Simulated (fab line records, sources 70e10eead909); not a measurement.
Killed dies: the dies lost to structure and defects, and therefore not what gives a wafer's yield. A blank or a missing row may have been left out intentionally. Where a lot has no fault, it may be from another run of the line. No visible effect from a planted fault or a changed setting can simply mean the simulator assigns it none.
fab line records | flow nand-harc
record lots=14 wafers=42 last-day=34
route steps=1302 shown P_M0@282 P_M1@294 END@1302
lots with no fault: from the same line, run without faults
start-h: hours from the record's opening day to when the first of the lot's shown wafers began | wait-h: hours elapsed since this lot's preceding step | " the same as in the row above | L1.1+2: several wafers, shown together as one row | - either no value or no given start | * or withheld: withheld | < > ~ a bound
route shown NAME@n: names a module that has steps shown in the file, with the first one's number in the route | usual: mean/standard deviation taken from wafers without a fault | same: alike in all rows | chamber/n: place in a boat | sites: each site's reading | _std_site: the values' standard deviation | _edge_site: mean of outer sites minus mean of inner sites | radius-mm: for every site, how far away it sits from the centre of the wafer | mask NAME#n: copy n | behind: the most recent tool/chamber to have shaped the wafer | hold: why the lot went on hold/how many hours it stayed there/how the hold came to an end | device: the n, p or np transistor that did not switch | end of line: tests of these same wafers at the route's end | a step given without rows: its recipe and nothing more | killed: the dies lost at the first sort to structure and to defects; this is not the yield of the wafer | map: a wafer's dies, x killed, . not, _ none there
set.NAME: the setting that was run; set.NAME@STEP: the one run at that earlier step | model.NAME: the simulator's own value behind a step, which no gauge read
route steps across a sampled set of lots; one table per step, one row per wafer
services: from which hour (start-h, from the record's first day; less than 0 if before it) a tool's chamber was out of use, for how many hours, and why
## steps
# step NHARC_P_M0_INSPECT_27
# usual raw-defect-count=277/110
# columns lot.wafer tool chamber start-h wait-h raw-defect-count
L253.3 defect-inspect-02 - 126.11 0.0 378
L253.5 " - " " 190
L253.6 " - " " 301
L255.2 defect-inspect-01 - 140.04 0.0 193
L255.3 " - " " 365
L255.6 " - " " 252
L256.2 defect-inspect-01 - 151.87 0.0 267
L256.5 " - " " 323
L256.6 " - " " 214
L257.1 defect-inspect-02 - 165.02 0.0 232
L257.4 " - " " 251
L257.6 " - " " 212
L260.1 defect-inspect-01 - 198.58 0.0 273
L260.3 " - " " 203
L260.6 " - " " 334
L262.2 defect-inspect-02 - 213.00 0.0 210
L262.4 " - " " 291
L262.5 " - " " 231
L268.1 defect-inspect-02 - 270.78 0.0 655
L268.2 " - " " 441
L268.5 " - " " 427
L269.2 defect-inspect-01 - 282.81 0.0 248
L269.5 " - " " 305
L269.6 " - " " 190
L270.1 defect-inspect-01 - 298.31 0.0 164
L270.3 " - " " 249
L270.5 " - " " 439
L271.1 defect-inspect-01 - 308.43 0.0 230
L271.4 " - " " 239
L271.6 " - " " 158
L272.2 defect-inspect-01 - 313.08 0.0 292
L272.3 " - " " 284
L272.5 " - " " 240
L274.1 defect-inspect-02 - 330.04 0.0 340
L274.4 " - " " 188
L274.5 " - " " 617
L276.3 defect-inspect-01 - 352.25 0.0 440
L276.4 " - " " 431
L276.6 " - " " 384
L275.2 defect-inspect-02 - 377.60 0.0 137
L275.3 " - " " 175
L275.6 " - " " 191
# step NHARC_P_M0_DEP_32
# recipe target-thk-a=300 temp-c=370 target-thk-nm=30 pressure-torr=3 flow-sccm=200 rf-w=450 material=SiCN
# usual heater-power-w=595/95
# columns lot.wafer tool chamber start-h wait-h heater-power-w
L253.3 pecvd-02 1 126.34 0.1 577
L253.5 " 0 " " 731
L253.6 " 1 " " 585
L255.3 pecvd-03 0 140.39 0.1 559
L255.2 " 1 " " 486
L255.6 " 0 " " 578
L256.2 pecvd-03 2 152.10 0.1 687
L256.5 " 0 " " 589
L256.6 " 1 " " 554
L257.1 pecvd-02 0 165.21 0.1 717
L257.6 " 0 " " 722
L257.4 " 1 " " 679
L260.1 pecvd-02 2 198.77 0.1 445
L260.3 " 0 " " 683
L260.6 " 1 " " 586
L262.2 pecvd-01 0 213.19 0.1 552
L262.4 " 2 " " 531
L262.5 " 2 " " 560
L268.2 pecvd-03 0 270.93 0.1 509
L268.1 " 1 " " 513
L268.5 " 0 " " 524
L269.2 pecvd-02 2 282.96 0.1 454
L269.5 " 0 " " 689
L269.6 " 1 " " 686
L270.1 pecvd-03 0 298.50 0.1 556
L270.3 " 1 " " 560
L270.5 " 0 " " 582
L271.1 pecvd-02 2 308.62 0.1 431
L271.4 " 2 " " 442
L271.6 " 0 " " 720
L272.2 pecvd-03 0 313.27 0.1 584
L272.3 " 1 " " 557
L272.5 " 2 " " 808
L274.1 pecvd-02 0 330.27 0.1 655
L274.5 " 1 " " 615
L274.4 " 2 " " 528
L276.3 pecvd-03 1 352.48 0.1 612
L276.4 " 2 " " 814
L276.6 " 1 " " 624
L275.2 pecvd-01 2 377.93 0.1 525
L275.3 " 1 " " 551
L275.6 " 0 " " 500
# step NHARC_P_M1_DEVELOP_08
# recipe develop-time-s=35 dev-temp-c=23
# usual developer-temp-C=23.01/0.11
# same develop-time-s=35
# columns lot.wafer tool chamber start-h wait-h developer-temp-C
L253.3 litho-track-01 0 127 - 23.08
L253.5 " 0 " " 22.90
L253.6 " 0 " " 23.16
L255.2 litho-track-04 0 141 - 23.11
L255.3 " 0 " " 23.16
L255.6 " 0 " " 22.80
L256.2 litho-track-01 0 153 - 23.04
L256.5 " 0 " " 23.14
L256.6 " 0 " " 23.12
L257.1 litho-track-04 0 166 - 22.91
L257.4 " 0 " " 22.67
L257.6 " 0 " " 22.89
L260.1 litho-track-04 0 199 - 23.90
L260.3 " 0 " " 24.06
L260.6 " 0 " " 23.93
L262.2 litho-track-04 0 214 - 23.95
L262.4 " 0 " " 23.85
L262.5 " 0 " " 23.79
L268.1 litho-track-01 0 271 - 22.80
L268.2 " 0 " " 22.91
L268.5 " 0 " " 22.89
L269.2 litho-track-01 0 284 - 22.87
L269.5 " 0 " " 23.05
L269.6 " 0 " " 22.90
L270.1 litho-track-01 0 299 - 23.06
L270.3 " 0 " " 22.98
L270.5 " 0 " " 22.88
L271.1 litho-track-06 0 309 - 23.01
L271.4 " 0 " " 22.86
L271.6 " 0 " " 23.09
L272.2 litho-track-04 0 314 - 23.04
L272.3 " 0 " " 22.93
L272.5 " 0 " " 22.85
L274.1 litho-track-04 0 331 - 22.97
L274.4 " 0 " " 23.01
L274.5 " 0 " " 23.00
L276.3 litho-track-04 0 353 - 22.84
L276.4 " 0 " " 23.01
L276.6 " 0 " " 22.99
L275.2 litho-track-01 0 379 - 23.24
L275.3 " 0 " " 23.03
L275.6 " 0 " " 23.11
# step NHARC_P_M1_INSPECT_11
# usual raw-defect-count=4.2/2.4
# columns lot.wafer tool chamber start-h wait-h raw-defect-count
L253.3 defect-inspect-01 - 127.50 0.0 2
L253.5 " - " " 4
L253.6 " - " " 2
L255.2 defect-inspect-01 - 141.63 0.0 2
L255.3 " - " " 3
L255.6 " - " " 2
L256.2 defect-inspect-01 - 153.39 0.0 3
L256.5 " - " " 5
L256.6 " - " " 3
L257.1 defect-inspect-01 - 166.55 0.0 4
L257.4 " - " " 6
L257.6 " - " " 6
L260.1 defect-inspect-01 - 200.11 0.0 5
L260.3 " - " " 5
L260.6 " - " " 5
L262.2 defect-inspect-01 - 214.57 0.0 7
L262.4 " - " " 5
L262.5 " - " " 8
L268.1 defect-inspect-01 - 272.17 0.0 5
L268.2 " - " " 2
L268.5 " - " " 3
L269.2 defect-inspect-02 - 284.34 0.0 7
L269.5 " - " " 1
L269.6 " - " " 2
L270.1 defect-inspect-02 - 299.71 0.0 3
L270.3 " - " " 3
L270.5 " - " " 3
L271.1 defect-inspect-02 - 309.95 0.0 13
L271.4 " - " " 7
L271.6 " - " " 8
L272.2 defect-inspect-01 - 314.59 0.0 4
L272.3 " - " " 4
L272.5 " - " " 7
L274.1 defect-inspect-01 - 331.56 0.0 8
L274.4 " - " " 5
L274.5 " - " " 6
L276.3 defect-inspect-01 - 353.63 0.0 2
L276.4 " - " " 0
L276.6 " - " " 3
L275.2 defect-inspect-02 - 379.31 0.0 8
L275.3 " - " " 7
L275.6 " - " " 3
# step NHARC_END_SORT_01
# recipe temp-c=25
# usual defect-limited-yield=90.8/2.2 killed-at-array=58/15 killed-at-other=0.8/1.2 killed-at-periphery=3.5/2.5 killed-dies=62/15 killed-open=3.2/1.7 killed-short=2.4/1.5
# same gross-dies=677
# columns lot.wafer tool chamber start-h wait-h defect-limited-yield[%] killed-at-array killed-at-other killed-at-periphery killed-dies killed-open killed-short
L253.3 prober-02 0 556.97 3.1 89.2 71 2 0 73 4 2
L253.5 prober-02 0 558.58 3.7 89.7 66 0 4 70 5 2
L253.6 prober-02 0 559.39 4.0 87.9 82 0 0 82 5 1
L255.2 prober-01 0 566.79 2.8 88.3 79 0 0 79 2 2
L255.3 prober-01 0 567.59 3.1 90.5 60 1 3 64 1 5
L255.6 prober-01 0 570.01 4.0 90.1 66 0 1 67 1 3
L256.2 prober-02 0 582.69 2.8 89.5 63 5 3 71 3 6
L256.5 prober-02 0 585.10 3.7 89.4 70 2 0 72 3 1
L256.6 prober-02 0 585.90 4.0 89.4 71 0 1 72 2 4
L257.1 prober-02 0 595.15 2.5 87.0 86 1 1 88 2 0
L257.4 prober-02 0 597.56 3.4 88.5 72 2 4 78 0 3
L257.6 prober-02 0 599.16 4.0 87.3 80 2 4 86 3 1
L262.2 prober-01 0 639.76 2.8 88.0 70 0 11 81 7 4
L262.4 prober-01 0 641.37 3.4 91.0 57 0 4 61 3 3
L262.5 prober-01 0 642.18 3.7 92.2 48 0 5 53 5 1
L260.1 prober-02 0 644.12 2.5 89.5 61 2 8 71 8 3
L260.3 prober-02 0 645.73 3.1 89.2 67 1 5 73 4 3
L260.6 prober-02 0 648.15 4.0 91.0 53 1 7 61 2 2
L268.1 prober-01 0 707.98 2.5 91.7 52 1 3 56 8 1
L268.2 prober-01 0 708.78 2.8 90.5 62 0 2 64 4 3
L268.5 prober-01 0 711.15 3.7 90.8 57 2 3 62 7 1
L269.2 prober-02 0 724.28 2.8 89.7 68 1 1 70 0 1
L269.5 prober-02 0 726.71 3.7 88.6 75 2 0 77 3 0
L269.6 prober-02 0 727.52 4.0 91.4 55 1 2 58 3 4
L270.1 prober-01 0 733.41 2.5 89.4 72 0 0 72 2 1
L270.3 prober-01 0 735.03 3.1 90.0 62 1 5 68 6 3
L270.5 prober-01 0 736.65 3.7 89.8 65 0 4 69 3 1
L272.2 prober-02 0 734.12 2.7 90.3 63 0 3 66 1 1
L272.3 prober-02 0 734.90 3.0 90.8 60 1 1 62 3 1
L272.5 prober-02 0 736.46 3.6 85.8 91 0 5 96 3 4
L271.1 prober-02 0 749.96 2.5 92.8 39 0 10 49 4 1
L271.4 prober-02 0 752.38 3.4 91.9 51 0 4 55 2 2
L271.6 prober-02 0 754.00 4.0 92.0 49 0 5 54 3 1
L274.1 prober-02 0 772.56 2.5 90.7 57 1 5 63 3 5
L274.4 prober-02 0 774.97 3.4 90.5 63 0 1 64 3 1
L274.5 prober-02 0 775.77 3.7 90.3 61 0 5 66 3 4
L276.3 prober-01 0 788.48 3.1 92.8 44 4 1 49 2 5
L276.4 prober-01 0 789.28 3.4 91.1 55 3 2 60 3 3
L276.6 prober-01 0 790.88 4.0 92.3 49 1 2 52 2 4
L275.2 prober-01 0 823.84 2.8 91.7 52 1 3 56 3 3
L275.3 prober-01 0 824.65 3.1 91.9 53 0 2 55 2 1
L275.6 prober-01 0 827.07 4.0 91.4 56 0 2 58 1 5
# killed by level:class
L253.3 A_CHANNEL_HOLE_D1:chamber-film-flake=30 A_CHANNEL_HOLE_D2:chamber-film-flake=18 A_SLIT:chamber-film-flake=11 A_STAIRCASE:chamber-film-flake=5 THIN_TSV:chamber-film-flake=2 A_CHANNEL_FILL_D1:geometric-particle:open=1 A_ONON_D2:geometric-particle:open=1 A_CHANNEL_FILL_D2:geometric-particle:short=1
L253.5 A_CHANNEL_HOLE_D2:chamber-film-flake=22 A_CHANNEL_HOLE_D1:chamber-film-flake=17 A_SLIT:chamber-film-flake=14 A_STAIRCASE:chamber-film-flake=4 A_CONTACT:chamber-film-flake=4 P_M0:geometric-particle:open=2 P_CONTACT:geometric-particle:open=1 A_CHANNEL_FILL_D1:geometric-particle:open=1
L253.6 A_CHANNEL_HOLE_D1:chamber-film-flake=24 A_CHANNEL_HOLE_D2:chamber-film-flake=22 A_SLIT:chamber-film-flake=19 A_M0:geometric-particle:open=3 A_STAIRCASE:chamber-film-flake=3 A_CONTACT:chamber-film-flake=3 A_CHANNEL_FILL_D2:chamber-film-flake=2 A_ONON_D2:geometric-particle:open=1
L255.2 A_CHANNEL_HOLE_D1:chamber-film-flake=35 A_SLIT:chamber-film-flake=28 A_CHANNEL_HOLE_D2:chamber-film-flake=6 A_STAIRCASE:chamber-film-flake=3 A_CONTACT:chamber-film-flake=3 A_ONON_D2:geometric-particle:short=2 A_CHANNEL_HOLE_D1:geometric-particle:open=1 A_WL_FILL:geometric-particle:open=1
L255.3 A_CHANNEL_HOLE_D1:chamber-film-flake=26 A_SLIT:chamber-film-flake=16 A_CHANNEL_HOLE_D2:chamber-film-flake=7 A_CONTACT:chamber-film-flake=4 A_STAIRCASE:chamber-film-flake=3 P_M0:geometric-particle:short=1 P_M0:geometric-particle:open=1 A_CHANNEL_FILL_D1:geometric-particle:short=1
L255.6 A_CHANNEL_HOLE_D1:chamber-film-flake=34 A_SLIT:chamber-film-flake=17 A_CHANNEL_HOLE_D2:chamber-film-flake=9 A_CONTACT:chamber-film-flake=2 A_ONON_D1:geometric-particle:short=1 A_CHANNEL_FILL_D1:geometric-particle:short=1 A_CHANNEL_FILL_D2:geometric-particle:short=1 A_CHANNEL_FILL_D2:geometric-particle:open=1
L256.2 A_CHANNEL_HOLE_D2:chamber-film-flake=29 A_CHANNEL_HOLE_D1:chamber-film-flake=25 THIN_TSV:chamber-film-flake=4 A_CHANNEL_FILL_D1:chamber-film-flake=2 P_CONTACT:geometric-particle:open=1 P_CONTACT:geometric-particle:short=1 A_ONON_D1:geometric-particle:short=1 A_CHANNEL_FILL_D1:geometric-particle:short=1
L256.5 A_CHANNEL_HOLE_D2:chamber-film-flake=34 A_CHANNEL_HOLE_D1:chamber-film-flake=29 A_DECK1_JOINT:geometric-particle:open=1 A_WL_FILL:geometric-particle:short=1 A_M0:geometric-particle:open=1 STARTING-WAFER:geometric-particle:open=1 A_ZERO_WELL:chamber-film-flake=1 A_CHANNEL_FILL_D1:chamber-film-flake=1
L256.6 A_CHANNEL_HOLE_D1:chamber-film-flake=30 A_CHANNEL_HOLE_D2:chamber-film-flake=27 A_WL_FILL:chamber-film-flake=3 A_CHANNEL_FILL_D1:chamber-film-flake=2 A_STAIRCASE:chamber-film-flake=2 P_GATE:geometric-particle:short=1 A_ONON_D1:geometric-particle:short=1 A_DECK1_JOINT:geometric-particle:open=1
L257.1 A_CHANNEL_HOLE_D1:chamber-film-flake=29 A_SLIT:chamber-film-flake=27 A_CHANNEL_HOLE_D2:chamber-film-flake=20 A_CONTACT:chamber-film-flake=3 A_STAIRCASE:chamber-film-flake=2 A_DECK1_JOINT:chamber-film-flake=2 A_CHANNEL_HOLE_D1:geometric-particle:open=1 A_CHANNEL_FILL_D2:geometric-particle:open=1
L257.4 A_SLIT:chamber-film-flake=23 A_CHANNEL_HOLE_D1:chamber-film-flake=22 A_CHANNEL_HOLE_D2:chamber-film-flake=19 A_CONTACT:chamber-film-flake=5 P_CONTACT:chamber-film-flake=2 THIN_TSV:chamber-film-flake=2 P_M0:geometric-particle:short=1 A_DECK1_JOINT:geometric-particle:short=1
L257.6 A_SLIT:chamber-film-flake=25 A_CHANNEL_HOLE_D2:chamber-film-flake=25 A_CHANNEL_HOLE_D1:chamber-film-flake=19 A_CONTACT:chamber-film-flake=3 A_DECK1_JOINT:chamber-film-flake=2 A_STAIRCASE:chamber-film-flake=2 THIN_TSV:chamber-film-flake=2 P_M1:geometric-particle:open=1
L262.2 A_SLIT:chamber-film-flake=26 A_CHANNEL_HOLE_D1:chamber-film-flake=10 A_STAIRCASE:chamber-film-flake=10 A_CHANNEL_HOLE_D2:chamber-film-flake=8 P_M1:chamber-film-flake=6 A_CONTACT:chamber-film-flake=4 P_GATE:chamber-film-flake=3 A_WL_FILL:geometric-particle:short=2
L262.4 A_SLIT:chamber-film-flake=28 A_CHANNEL_HOLE_D2:chamber-film-flake=10 A_CHANNEL_HOLE_D1:chamber-film-flake=4 P_M1:chamber-film-flake=3 A_STAIRCASE:chamber-film-flake=3 A_DECK1_JOINT:chamber-film-flake=2 A_CONTACT:chamber-film-flake=2 A_CHANNEL_FILL_D1:geometric-particle:short=1
L262.5 A_SLIT:chamber-film-flake=23 A_CHANNEL_HOLE_D2:chamber-film-flake=6 A_STAIRCASE:chamber-film-flake=4 A_CHANNEL_HOLE_D1:chamber-film-flake=3 P_ZERO_WELL:chamber-film-flake=2 A_M0:chamber-film-flake=2 P_M1:geometric-particle:open=1 A_CHANNEL_HOLE_D1:geometric-particle:open=1
L260.1 A_CHANNEL_HOLE_D2:chamber-film-flake=26 A_CONTACT:chamber-film-flake=8 A_STAIRCASE:chamber-film-flake=6 A_M1:chamber-film-flake=5 A_CHANNEL_HOLE_D1:chamber-film-flake=4 A_SLIT:chamber-film-flake=3 P_GATE:geometric-particle:open=2 A_CHANNEL_FILL_D1:geometric-particle:open=2
L260.3 A_CHANNEL_HOLE_D2:chamber-film-flake=34 A_STAIRCASE:chamber-film-flake=10 A_CHANNEL_HOLE_D1:chamber-film-flake=6 A_CONTACT:chamber-film-flake=5 P_ZERO_WELL:chamber-film-flake=3 P_CONTACT:geometric-particle:short=1 A_DECK1_JOINT:geometric-particle:open=1 A_DECK1_JOINT:geometric-particle:short=1
L260.6 A_CHANNEL_HOLE_D2:chamber-film-flake=29 A_CHANNEL_HOLE_D1:chamber-film-flake=5 A_SLIT:chamber-film-flake=5 A_STAIRCASE:chamber-film-flake=5 P_ZERO_WELL:chamber-film-flake=3 A_CONTACT:chamber-film-flake=3 P_BONDPAD:chamber-film-flake=2 A_M1:chamber-film-flake=2
L268.1 A_SLIT:chamber-film-flake=33 A_CONTACT:chamber-film-flake=4 A_SGD_CUT:chamber-film-flake=3 A_CHANNEL_FILL_D1:geometric-particle:open=2 A_DECK1_JOINT:chamber-film-flake=2 A_CHANNEL_FILL_D2:chamber-film-flake=2 A_STAIRCASE:chamber-film-flake=2 P_GATE:geometric-particle:open=1
L268.2 A_SLIT:chamber-film-flake=34 A_CHANNEL_HOLE_D1:chamber-film-flake=8 A_SGD_CUT:chamber-film-flake=5 A_CHANNEL_FILL_D2:chamber-film-flake=3 A_CONTACT:chamber-film-flake=3 A_ONON_D2:geometric-particle:short=2 A_STAIRCASE:chamber-film-flake=2 P_CONTACT:geometric-particle:open=1
L268.5 A_SLIT:chamber-film-flake=33 A_STAIRCASE:chamber-film-flake=4 A_SGD_CUT:chamber-film-flake=4 A_CONTACT:chamber-film-flake=4 A_CHANNEL_HOLE_D1:chamber-film-flake=3 A_CHANNEL_HOLE_D2:geometric-particle:open=2 HYBRID_BOND:latent=2 P_GATE:geometric-particle:open=1
L269.2 A_SLIT:chamber-film-flake=31 A_CHANNEL_HOLE_D1:chamber-film-flake=28 A_CHANNEL_FILL_D2:chamber-film-flake=4 A_STAIRCASE:chamber-film-flake=2 A_CHANNEL_HOLE_D2:geometric-particle:short=1 P_GATE:chamber-film-flake=1 A_CHANNEL_HOLE_D2:chamber-film-flake=1 A_BONDPAD:chamber-film-flake=1
L269.5 A_CHANNEL_HOLE_D1:chamber-film-flake=34 A_SLIT:chamber-film-flake=33 A_CHANNEL_FILL_D2:chamber-film-flake=2 A_STAIRCASE:chamber-film-flake=2 A_CHANNEL_FILL_D2:geometric-particle:open=1 A_CONTACT:geometric-particle:open=1 STARTING-WAFER:geometric-particle:open=1 A_WL_FILL:chamber-film-flake=1
L269.6 A_CHANNEL_HOLE_D1:chamber-film-flake=23 A_SLIT:chamber-film-flake=22 A_SOURCE_PLATE:geometric-particle:short=2 A_SOURCE_PLATE:geometric-particle:open=2 A_SGD_CUT:chamber-film-flake=2 P_M1:geometric-particle:open=1 A_ONON_D2:geometric-particle:short=1 A_SLIT:geometric-particle:short=1
L270.1 A_CHANNEL_HOLE_D1:chamber-film-flake=30 A_CHANNEL_HOLE_D2:chamber-film-flake=22 A_SLIT:chamber-film-flake=8 A_CONTACT:chamber-film-flake=4 A_STAIRCASE:chamber-film-flake=3 A_WL_FILL:chamber-film-flake=2 A_ONON_D2:geometric-particle:open=1 A_WL_FILL:geometric-particle:open=1
L272.2 A_SLIT:chamber-film-flake=28 A_CHANNEL_HOLE_D2:chamber-film-flake=18 A_CONTACT:chamber-film-flake=5 A_CHANNEL_HOLE_D1:chamber-film-flake=4 A_CHANNEL_FILL_D2:chamber-film-flake=3 A_STAIRCASE:chamber-film-flake=3 P_GATE:chamber-film-flake=2 A_SOURCE_PLATE:geometric-particle:short=1
L272.3 A_SLIT:chamber-film-flake=25 A_CHANNEL_HOLE_D2:chamber-film-flake=15 A_CHANNEL_HOLE_D1:chamber-film-flake=5 A_CONTACT:chamber-film-flake=4 A_CHANNEL_FILL_D2:chamber-film-flake=3 A_STAIRCASE:chamber-film-flake=3 A_ZERO_WELL:chamber-film-flake=2 A_SOURCE_PLATE:geometric-particle:short=1
L270.3 A_CHANNEL_HOLE_D1:chamber-film-flake=27 A_CHANNEL_HOLE_D2:chamber-film-flake=20 A_SLIT:chamber-film-flake=5 A_CONTACT:chamber-film-flake=3 A_STAIRCASE:chamber-film-flake=2 P_STI:geometric-particle:short=1 P_CONTACT:geometric-particle:short=1 P_CONTACT:geometric-particle:open=1
L272.5 A_SLIT:chamber-film-flake=35 A_CHANNEL_HOLE_D2:chamber-film-flake=25 A_CHANNEL_HOLE_D1:chamber-film-flake=10 A_CONTACT:chamber-film-flake=7 A_STAIRCASE:chamber-film-flake=6 P_GATE:chamber-film-flake=3 A_WL_FILL:geometric-particle:open=2 A_CHANNEL_FILL_D2:chamber-film-flake=2
L270.5 A_CHANNEL_HOLE_D1:chamber-film-flake=27 A_CHANNEL_HOLE_D2:chamber-film-flake=23 A_CONTACT:chamber-film-flake=9 P_GATE:chamber-film-flake=2 P_M0:geometric-particle:open=1 A_CHANNEL_HOLE_D1:geometric-particle:open=1 A_CHANNEL_FILL_D1:geometric-particle:short=1 A_CHANNEL_FILL_D1:geometric-particle:open=1
L271.1 A_CHANNEL_HOLE_D1:chamber-film-flake=25 P_STI:chamber-film-flake=5 A_SLIT:chamber-film-flake=4 A_WL_FILL:chamber-film-flake=3 A_CHANNEL_FILL_D2:geometric-particle:open=2 P_M0:chamber-film-flake=2 A_BLC:geometric-particle:open=1 A_M0:geometric-particle:open=1
L271.4 A_CHANNEL_HOLE_D1:chamber-film-flake=39 A_SLIT:chamber-film-flake=4 P_STI:chamber-film-flake=3 A_WL_FILL:geometric-particle:short=2 A_M0:chamber-film-flake=2 A_ONON_D2:geometric-particle:open=1 A_CHANNEL_FILL_D2:geometric-particle:open=1 P_CONTACT:chamber-film-flake=1
L271.6 A_CHANNEL_HOLE_D1:chamber-film-flake=33 P_STI:chamber-film-flake=3 A_M0:chamber-film-flake=3 A_ONON_D2:geometric-particle:open=2 A_CHANNEL_FILL_D1:chamber-film-flake=2 A_CONTACT:chamber-film-flake=2 A_CHANNEL_FILL_D1:geometric-particle:open=1 A_ONON_D2:geometric-particle:short=1
L274.1 A_SLIT:chamber-film-flake=26 A_CHANNEL_HOLE_D1:chamber-film-flake=10 A_CHANNEL_HOLE_D2:chamber-film-flake=6 A_WL_FILL:chamber-film-flake=3 A_WL_FILL:geometric-particle:short=2 P_ZERO_WELL:chamber-film-flake=2 P_GATE:chamber-film-flake=2 A_ZERO_WELL:chamber-film-flake=2
L274.4 A_SLIT:chamber-film-flake=29 A_CHANNEL_HOLE_D1:chamber-film-flake=21 A_CHANNEL_HOLE_D2:chamber-film-flake=3 A_CHANNEL_FILL_D1:chamber-film-flake=2 A_CONTACT:chamber-film-flake=2 A_CHANNEL_HOLE_D1:geometric-particle:short=1 A_DECK1_JOINT:geometric-particle:open=1 A_ONON_D2:geometric-particle:open=1
L274.5 A_SLIT:chamber-film-flake=30 A_CHANNEL_HOLE_D2:chamber-film-flake=10 A_CHANNEL_HOLE_D1:chamber-film-flake=9 A_CHANNEL_FILL_D1:chamber-film-flake=4 A_ONON_D2:geometric-particle:short=2 P_GATE:chamber-film-flake=2 P_GATE:geometric-particle:open=1 P_M0:geometric-particle:short=1
L276.3 A_CHANNEL_HOLE_D1:chamber-film-flake=16 A_SLIT:chamber-film-flake=7 A_CONTACT:chamber-film-flake=5 A_BLC:chamber-film-flake=4 A_CHANNEL_HOLE_D2:chamber-film-flake=3 A_CHANNEL_FILL_D2:geometric-particle:short=2 STARTING-WAFER:geometric-particle:short=2 A_ZERO_WELL:chamber-film-flake=2
L276.4 A_CHANNEL_HOLE_D1:chamber-film-flake=29 A_SLIT:chamber-film-flake=11 A_CONTACT:chamber-film-flake=4 P_CONTACT:geometric-particle:open=2 HYBRID_BOND:chamber-film-flake=2 A_DECK1_JOINT:chamber-film-flake=2 A_STAIRCASE:chamber-film-flake=2 A_BLC:chamber-film-flake=2
L276.6 A_CHANNEL_HOLE_D1:chamber-film-flake=20 A_SLIT:chamber-film-flake=11 A_CONTACT:chamber-film-flake=4 A_ZERO_WELL:chamber-film-flake=3 A_DECK1_JOINT:chamber-film-flake=2 A_CHANNEL_HOLE_D2:chamber-film-flake=2 A_BLC:chamber-film-flake=2 P_M2:geometric-particle:open=1
L275.2 A_SLIT:chamber-film-flake=39 A_CONTACT:chamber-film-flake=4 A_CHANNEL_FILL_D1:chamber-film-flake=2 A_ONON_D1:geometric-particle:short=1 A_ONON_D1:geometric-particle:open=1 A_CHANNEL_FILL_D1:geometric-particle:open=1 A_WL_FILL:geometric-particle:open=1 A_BLC:geometric-particle:short=1
L275.3 A_SLIT:chamber-film-flake=34 A_CHANNEL_HOLE_D2:chamber-film-flake=5 A_STAIRCASE:chamber-film-flake=5 A_CONTACT:chamber-film-flake=3 A_WL_FILL:chamber-film-flake=2 P_BONDPAD:chamber-film-flake=2 A_CHANNEL_FILL_D1:geometric-particle:open=1 A_DECK1_JOINT:geometric-particle:open=1
L275.6 A_SLIT:chamber-film-flake=35 A_CONTACT:chamber-film-flake=6 A_STAIRCASE:chamber-film-flake=5 A_DECK1_JOINT:geometric-particle:short=3 A_M1:chamber-film-flake=2 P_M2:geometric-particle:open=1 A_CHANNEL_FILL_D1:geometric-particle:short=1 A_ONON_D2:geometric-particle:short=1
## services
# columns tool chamber start-h hours kind
pecvd-01 - 130.23 13.0 pm
pecvd-01 1 143.45 5.6 repair
litho-track-01 - 155.00 7.0 pm
litho-track-06 - 179.00 7.0 pm
pecvd-03 - 185.11 13.0 pm
pecvd-03 0 185.11 13.0 vent-cycle
pecvd-03 1 185.11 13.0 vent-cycle
pecvd-03 2 185.11 13.0 vent-cycle
pecvd-01 - 187.88 0.6 repair
pecvd-03 0 198.11 - clean
pecvd-03 1 198.11 - clean
pecvd-03 2 198.11 - clean
litho-track-04 - 203.00 7.0 pm
pecvd-01 1 212.20 16.5 repair
pecvd-02 - 227.29 13.0 pm
pecvd-02 0 227.29 13.0 vent-cycle
litho-track-04 - 243.48 - consumable-replace:filter
pecvd-02 - 306.57 1.1 repair
pecvd-01 - 311.23 13.0 pm
litho-track-01 - 330.00 7.0 pm
pecvd-01 1 352.31 12.5 repair
litho-track-06 - 354.00 7.0 pm
pecvd-03 - 366.24 13.0 pm
litho-track-04 - 378.00 7.0 pm
## key
first-sign step=NHARC_P_M1_DEVELOP_08 reading=developer-temp-C direction=up sigmas=7.9 usual=* struck=*
effect none on later readings
met-at NHARC_P_M1_DEVELOP_08
struck-lots L260,L262
not-acting-at NHARC_P_M0_INSPECT_27,NHARC_P_M0_DEP_32,NHARC_P_M1_INSPECT_11
onset-between 166 199
fault kind=process-parameter-drift tool=litho-track-04 chamber=- onset-h=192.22 steps=NHARC_P_M1_DEVELOP_08 channel=dev-temp-c offset=* shape=step end-h=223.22 acts-in=* stated=*
